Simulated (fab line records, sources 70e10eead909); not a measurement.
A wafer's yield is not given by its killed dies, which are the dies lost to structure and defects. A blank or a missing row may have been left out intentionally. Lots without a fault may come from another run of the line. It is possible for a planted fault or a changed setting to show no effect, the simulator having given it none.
Which tool did it?    flow nand-harc    72 wafers from 24 lots sampled at 6 of the route's 1159 steps

WHAT THE GAUGES SHOWED, per wafer
The record holds no reading of a measuring or inspecting step that can be judged against a usual standard deviation.

WHICH TOOL RAN EACH LOT (tool, then ch and the chambers of the sampled wafers, then the start)
lot   NHARC_A_BLC_CVD_24                        NHARC_A_M0_ETCH_15                             NHARC_A_M0_STRIP_18                 NHARC_A_M0_DEGAS_28           NHARC_A_M1_PVD_20                        NHARC_A_M1_DEP_33
L075  cvd-w-01 ch 0,1, day 17 20:34 or earlier  rie-diel-01 ch 0,2,3, day 17 20:34 or earlier  rie-diel-05 ch 0,2,3, day 17 20:34  pvd-sputter-01, day 17 21:07  pvd-sputter-03, day 18 03:28 or earlier  pecvd-04 ch 0,2, day 18 03:28
L076  cvd-w-01 ch 0,1, day 17 21:08 or earlier  rie-diel-07 ch 0,1,3, day 17 21:08 or earlier  rie-diel-05 ch 0,1,2, day 17 21:08  pvd-sputter-02, day 17 21:41  pvd-sputter-01, day 18 03:47 or earlier  pecvd-02 ch 0,2, day 18 03:47
L078  cvd-w-02 ch 0,1, day 17 21:53 or earlier  rie-diel-01 ch 0,1, day 17 21:53 or earlier    rie-diel-01 ch 0,1, day 17 21:53    pvd-sputter-02, day 17 22:25  pvd-sputter-01, day 18 04:32 or earlier  pecvd-03 ch 0,1, day 18 04:32
L074  cvd-w-02 ch 0, day 17 23:58 or earlier    rie-diel-01 ch 1,3, day 17 23:58 or earlier    rie-diel-05 ch 0,1,2, day 17 23:58  pvd-sputter-01, day 18 00:28  pvd-sputter-03, day 18 06:26 or earlier  pecvd-04 ch 0,1,2, day 18 06:26
L079  cvd-w-02 ch 0,1, day 18 16:11 or earlier  rie-diel-07 ch 0,1,2, day 18 16:11 or earlier  rie-diel-01 ch 2,3, day 18 16:11    pvd-sputter-01, day 18 16:43  pvd-sputter-01, day 18 22:43 or earlier  pecvd-03 ch 0,2, day 18 22:43
L077  cvd-w-02 ch 0,1, day 18 19:31 or earlier  rie-diel-07 ch 1,2, day 18 19:31 or earlier    rie-diel-05 ch 0,3, day 18 19:31    pvd-sputter-01, day 18 20:04  pvd-sputter-02, day 19 02:14 or earlier  pecvd-04 ch 0,2, day 19 02:14
L080  cvd-w-01 ch 1, day 19 06:59 or earlier    rie-diel-01 ch 1,2, day 19 06:59 or earlier    rie-diel-07 ch 0,2,3, day 19 06:59  pvd-sputter-01, day 19 07:30  pvd-sputter-03, day 19 13:44 or earlier  pecvd-02 ch 0,2, day 19 13:44
L081  cvd-w-02 ch 0,1, day 19 14:25 or earlier  rie-diel-05 ch 0,1,2, day 19 14:25 or earlier  rie-diel-07 ch 0,2, day 19 14:25    pvd-sputter-03, day 19 14:57  pvd-sputter-02, day 19 21:20 or earlier  pecvd-04 ch 0,1, day 19 21:20
L082  cvd-w-02 ch 0,1, day 19 18:33 or earlier  rie-diel-01 ch 2,3, day 19 18:33 or earlier    rie-diel-07 ch 2,3, day 19 18:33    pvd-sputter-01, day 19 19:05  pvd-sputter-02, day 20 01:16 or earlier  pecvd-04 ch 0,1, day 20 01:16
L084  cvd-w-01 ch 0,1, day 19 19:02 or earlier  rie-diel-05 ch 0,2, day 19 19:02 or earlier    rie-diel-05 ch 0,3, day 19 19:02    pvd-sputter-01, day 19 19:35  pvd-sputter-03, day 20 02:38 or earlier  pecvd-03 ch 0,2, day 20 02:38
L083  cvd-w-02 ch 0,1, day 19 19:19 or earlier  rie-diel-07 ch 0,3, day 19 19:19 or earlier    rie-diel-01 ch 2,3, day 19 19:19    pvd-sputter-03, day 19 19:52  pvd-sputter-02, day 20 03:02 or earlier  pecvd-03 ch 0,1,2, day 20 03:02
L085  cvd-w-01 ch 0,1, day 20 08:46 or earlier  rie-diel-01 ch 0,1,2, day 20 08:46 or earlier  rie-diel-05 ch 0,2,3, day 20 08:46  pvd-sputter-02, day 20 09:17  pvd-sputter-03, day 20 15:29 or earlier  pecvd-04 ch 0,1,2, day 20 15:29
L086  cvd-w-01 ch 0,1, day 20 10:49 or earlier  rie-diel-07 ch 2,3, day 20 10:49 or earlier    rie-diel-07 ch 0,2,3, day 20 10:49  pvd-sputter-01, day 20 11:20  pvd-sputter-02, day 20 18:08 or earlier  pecvd-04 ch 0,1, day 20 18:08
L087  cvd-w-01 ch 0,1, day 20 13:50 or earlier  rie-diel-01 ch 1,2,3, day 20 13:50 or earlier  rie-diel-07 ch 0,2,3, day 20 13:50  pvd-sputter-02, day 20 14:23  pvd-sputter-02, day 20 20:31 or earlier  pecvd-04 ch 1,2, day 20 20:31
L089  cvd-w-02 ch 0,1, day 20 20:40 or earlier  rie-diel-07 ch 0,2, day 20 20:40 or earlier    rie-diel-07 ch 0,1,3, day 20 20:40  pvd-sputter-01, day 20 21:12  pvd-sputter-01, day 21 04:11 or earlier  pecvd-02 ch 0,1, day 21 04:11
L088  cvd-w-02 ch 0,1, day 21 00:09 or earlier  rie-diel-05 ch 2,3, day 21 00:09 or earlier    rie-diel-07 ch 1,2, day 21 00:09    pvd-sputter-03, day 21 00:42  pvd-sputter-02, day 21 06:35 or earlier  pecvd-03 ch 0,1, day 21 06:35
L091  cvd-w-01 ch 0,1, day 21 15:09 or earlier  rie-diel-05 ch 1,2,3, day 21 15:09 or earlier  rie-diel-07 ch 1,2,3, day 21 15:09  pvd-sputter-02, day 21 15:42  pvd-sputter-01, day 21 21:38 or earlier  pecvd-02 ch 0,1,2, day 21 21:38
L090  cvd-w-01 ch 0,1, day 21 18:26 or earlier  rie-diel-05 ch 0,1,2, day 21 18:26 or earlier  rie-diel-07 ch 1,2,3, day 21 18:26  pvd-sputter-01, day 21 18:55  pvd-sputter-02, day 22 00:51 or earlier  pecvd-02 ch 1,2, day 22 00:51
L092  cvd-w-01 ch 0,1, day 21 18:54 or earlier  rie-diel-05 ch 0,2, day 21 18:54 or earlier    rie-diel-07 ch 0,1,3, day 21 18:54  pvd-sputter-02, day 21 19:25  pvd-sputter-03, day 22 01:16 or earlier  pecvd-03 ch 0,1,2, day 22 01:16
L095  cvd-w-01 ch 0,1, day 22 06:54 or earlier  rie-diel-01 ch 0,1,2, day 22 06:54 or earlier  rie-diel-07 ch 0,1,3, day 22 06:54  pvd-sputter-03, day 22 07:23  pvd-sputter-02, day 22 15:03 or earlier  pecvd-03 ch 0,1,2, day 22 15:03
L093  cvd-w-01 ch 0,1, day 22 07:16 or earlier  rie-diel-05 ch 0,1, day 22 07:16 or earlier    rie-diel-07 ch 0,2, day 22 07:16    pvd-sputter-01, day 22 07:49  pvd-sputter-02, day 22 15:16 or earlier  pecvd-04 ch 0,1, day 22 15:16
L094  cvd-w-02 ch 0,1, day 22 14:14 or earlier  rie-diel-01 ch 0,2, day 22 14:14 or earlier    rie-diel-07 ch 0,1,2, day 22 14:14  pvd-sputter-02, day 22 14:48  pvd-sputter-02, day 22 21:13 or earlier  pecvd-03 ch 1,2, day 22 21:13
L096  cvd-w-01 ch 0,1, day 23 00:24 or earlier  rie-diel-07 ch 1,2,3, day 23 00:24 or earlier  rie-diel-01 ch 0,3, day 23 00:24    pvd-sputter-01, day 23 00:56  pvd-sputter-01, day 23 06:56 or earlier  pecvd-04 ch 0,1,2, day 23 06:56
L097  cvd-w-02 ch 0,1, day 23 00:47 or earlier  rie-diel-07 ch 1,2,3, day 23 00:47 or earlier  rie-diel-01 ch 0,1,3, day 23 00:47  pvd-sputter-03, day 23 01:20  pvd-sputter-03, day 23 07:19 or earlier  pecvd-04 ch 1,2, day 23 07:19
- NHARC_A_BLC_CVD_24: deposits W, target thk 150 nm, time 434 s.
- NHARC_A_M0_ETCH_15: etches the open film in C4F8/Ar, target depth 150 nm, overetch 15 nm, time 82.5 s.
- NHARC_A_M0_STRIP_18: strips in N2/H2.
- NHARC_A_M0_DEGAS_28: time 60 s.
- NHARC_A_M1_PVD_20: deposits TaN, target thk 5 nm, time 8.06 s.
- NHARC_A_M1_DEP_33: deposits SiCN, target thk 30 nm.

WHAT THE TOOLS THEMSELVES READ (means of the sampled wafers that have a number; where no wafer has one, the mark that the record gives instead)
NHARC_A_BLC_CVD_24.
lot   tool      heater-power-outer-w (W)  heater-power-w (W)  mfc-wf6-sccm (sccm)  throttle-valve-pct (%)
L075  cvd-w-01  285                       514                 39.98                8.2
L076  cvd-w-01  268                       486                 40.02                7.8
L078  cvd-w-02  222                       425                 40.00                8.2
L074  cvd-w-02  236                       461                 40.11                7.6
L079  cvd-w-02  219                       422                 40.16                8.2
L077  cvd-w-02  230                       447                 40.01                7.8
L080  cvd-w-01  253                       458                 40.10                7.5
L081  cvd-w-02  231                       446                 40.08                7.8
L082  cvd-w-02  219                       425                 39.99                8.1
L084  cvd-w-01  281                       510                 39.94                8.1
L083  cvd-w-02  229                       445                 40.08                7.9
L085  cvd-w-01  267                       490                 39.91                8.1
L086  cvd-w-01  269                       491                 40.04                7.9
L087  cvd-w-01  279                       524                 40.06                8.1
L089  cvd-w-02  221                       423                 39.82                8.1
L088  cvd-w-02  220                       422                 40.00                8.3
L091  cvd-w-01  284                       497                 40.04                8.1
L090  cvd-w-01  282                       500                 39.85                8.1
L092  cvd-w-01  286                       506                 39.95                8.0
L095  cvd-w-01  286                       494                 40.05                8.1
L093  cvd-w-01  282                       497                 40.10                8.0
L094  cvd-w-02  234                       447                 40.00                8.0
L096  cvd-w-01  277                       504                 40.04                8.2
L097  cvd-w-02  231                       439                 40.01                7.8

NHARC_A_M0_ETCH_15.
lot   tool         oes-product-au (a.u.)  rf-vpp-V (V)
L075  rie-diel-01  0.956                  439.7
L076  rie-diel-07  0.928                  439.2
L078  rie-diel-01  0.956                  440.4
L074  rie-diel-01  0.929                  443.5
L079  rie-diel-07  0.973                  438.3
L077  rie-diel-07  0.971                  438.3
L080  rie-diel-01  0.923                  442.7
L081  rie-diel-05  0.965                  439.9
L082  rie-diel-01  0.973                  439.7
L084  rie-diel-05  0.944                  441.4
L083  rie-diel-07  0.972                  440.9
L085  rie-diel-01  0.922                  441.4
L086  rie-diel-07  0.947                  440.6
L087  rie-diel-01  0.928                  442.5
L089  rie-diel-07  0.976                  439.3
L088  rie-diel-05  0.921                  439.3
L091  rie-diel-05  0.933                  438.2
L090  rie-diel-05  0.928                  438.9
L092  rie-diel-05  0.922                  439.6
L095  rie-diel-01  0.963                  441.6
L093  rie-diel-05  0.926                  438.1
L094  rie-diel-01  0.970                  440.7
L096  rie-diel-07  0.976                  439.5
L097  rie-diel-07  0.986                  439.0

NHARC_A_M0_STRIP_18.
lot   tool         drypump-motor-current-A (A)  oes-product-au (a.u.)  power-w (W)  rf-vpp-V (V)  showerhead-plenum-p-Torr (Torr)  throttle-valve-pct (%)
L075  rie-diel-05  5.7                          0.995                  1001         90.2          2.00                             14.174
L076  rie-diel-05  5.4                          0.998                  1000         90.0          1.98                             14.177
L078  rie-diel-01  5.7                          0.996                  1000         90.9          2.05                             14.180
L074  rie-diel-05  5.4                          0.999                  1005         90.6          1.98                             14.172
L079  rie-diel-01  5.8                          1.003                  999          90.1          2.02                             14.175
L077  rie-diel-05  5.7                          0.997                  1002         90.9          1.99                             14.182
L080  rie-diel-07  5.5                          1.003                  1000         91.0          2.01                             14.169
L081  rie-diel-07  5.7                          1.009                  1002         90.1          1.99                             14.174
L082  rie-diel-07  5.1                          1.015                  999          90.5          1.99                             14.167
L084  rie-diel-05  5.6                          1.008                  1002         90.6          2.03                             14.174
L083  rie-diel-01  5.9                          1.006                  1000         91.5          2.00                             14.171
L085  rie-diel-05  5.7                          0.991                  1000         90.0          2.00                             14.173
L086  rie-diel-07  5.5                          1.007                  1003         90.6          2.01                             14.173
L087  rie-diel-07  5.4                          1.010                  1000         89.9          2.01                             14.165
L089  rie-diel-07  5.7                          1.008                  1000         90.4          2.00                             14.175
L088  rie-diel-07  5.7                          1.002                  999          90.3          1.94                             14.173
L091  rie-diel-07  5.4                          1.001                  1000         90.6          1.98                             14.172
L090  rie-diel-07  5.4                          0.999                  1002         91.3          1.98                             14.170
L092  rie-diel-07  5.7                          1.004                  1000         90.3          2.00                             14.172
L095  rie-diel-07  5.7                          1.009                  1003         89.8          2.00                             14.164
L093  rie-diel-07  5.5                          1.014                  1001         90.0          1.97                             14.167
L094  rie-diel-07  5.7                          1.006                  1000         90.1          1.96                             14.178
L096  rie-diel-01  5.9                          0.996                  1000         89.9          1.98                             14.172
L097  rie-diel-01  5.7                          1.003                  1000         90.7          2.04                             14.179

NHARC_A_M0_DEGAS_28.
lot   tool            heater-power-w (W)
L075  pvd-sputter-01  341
L076  pvd-sputter-02  307
L078  pvd-sputter-02  353
L074  pvd-sputter-01  349
L079  pvd-sputter-01  357
L077  pvd-sputter-01  299
L080  pvd-sputter-01  330
L081  pvd-sputter-03  362
L082  pvd-sputter-01  346
L084  pvd-sputter-01  347
L083  pvd-sputter-03  301
L085  pvd-sputter-02  276
L086  pvd-sputter-01  341
L087  pvd-sputter-02  336
L089  pvd-sputter-01  312
L088  pvd-sputter-03  333
L091  pvd-sputter-02  303
L090  pvd-sputter-01  346
L092  pvd-sputter-02  299
L095  pvd-sputter-03  368
L093  pvd-sputter-01  342
L094  pvd-sputter-02  282
L096  pvd-sputter-01  324
L097  pvd-sputter-03  366

NHARC_A_M1_PVD_20.
lot   tool            throttle-valve-pct (%)
L075  pvd-sputter-03  30.8
L076  pvd-sputter-01  29.6
L078  pvd-sputter-01  29.8
L074  pvd-sputter-03  29.3
L079  pvd-sputter-01  29.7
L077  pvd-sputter-02  29.9
L080  pvd-sputter-03  30.9
L081  pvd-sputter-02  31.3
L082  pvd-sputter-02  31.2
L084  pvd-sputter-03  28.7
L083  pvd-sputter-02  31.1
L085  pvd-sputter-03  31.0
L086  pvd-sputter-02  30.3
L087  pvd-sputter-02  30.0
L089  pvd-sputter-01  28.8
L088  pvd-sputter-02  31.3
L091  pvd-sputter-01  29.3
L090  pvd-sputter-02  31.4
L092  pvd-sputter-03  29.6
L095  pvd-sputter-02  29.3
L093  pvd-sputter-02  29.5
L094  pvd-sputter-02  29.9
L096  pvd-sputter-01  30.3
L097  pvd-sputter-03  30.3

NHARC_A_M1_DEP_33.
lot   tool      heater-power-outer-w (W)  heater-power-w (W)
L075  pecvd-04  353                       646
L076  pecvd-02  302                       593
L078  pecvd-03  379                       623
L074  pecvd-04  359                       629
L079  pecvd-03  362                       639
L077  pecvd-04  339                       612
L080  pecvd-02  289                       567
L081  pecvd-04  369                       600
L082  pecvd-04  339                       575
L084  pecvd-03  353                       603
L083  pecvd-03  353                       603
L085  pecvd-04  336                       589
L086  pecvd-04  332                       564
L087  pecvd-04  343                       577
L089  pecvd-02  412                       669
L088  pecvd-03  342                       554
L091  pecvd-02  366                       643
L090  pecvd-02  362                       658
L092  pecvd-03  387                       657
L095  pecvd-03  338                       589
L093  pecvd-04  367                       595
L094  pecvd-03  324                       601
L096  pecvd-04  364                       633
L097  pecvd-04  379                       642

THE ANSWER, worked out from the rows above alone
Rule: the lots themselves supply what counts as usual. Put in order of their means at a reading, lots are off if they are a third of the lots or fewer, leave a main group of 4 or more, and stand apart from it by a gap of 3 or more times the standard deviation of the main group's means; of several such gaps the widest counts. If all means in a main group match to the digits the tables above print for the reading, that group is not used. Also off: a lot with no number at a reading for which 4 or more lots have one. Where the step has rows for the other lots, those lots are counted as sound. Order of review: gauges by route order, followed by the tools' own readings, for which a lot's mean as printed above is used. At the first step where some lot is off, the reading lying furthest off is the one used; lots without a number count as furthest.
No lot is off on any of the readings shown, so nothing can be concluded from this.

WHAT THE SIMULATOR PUT IN
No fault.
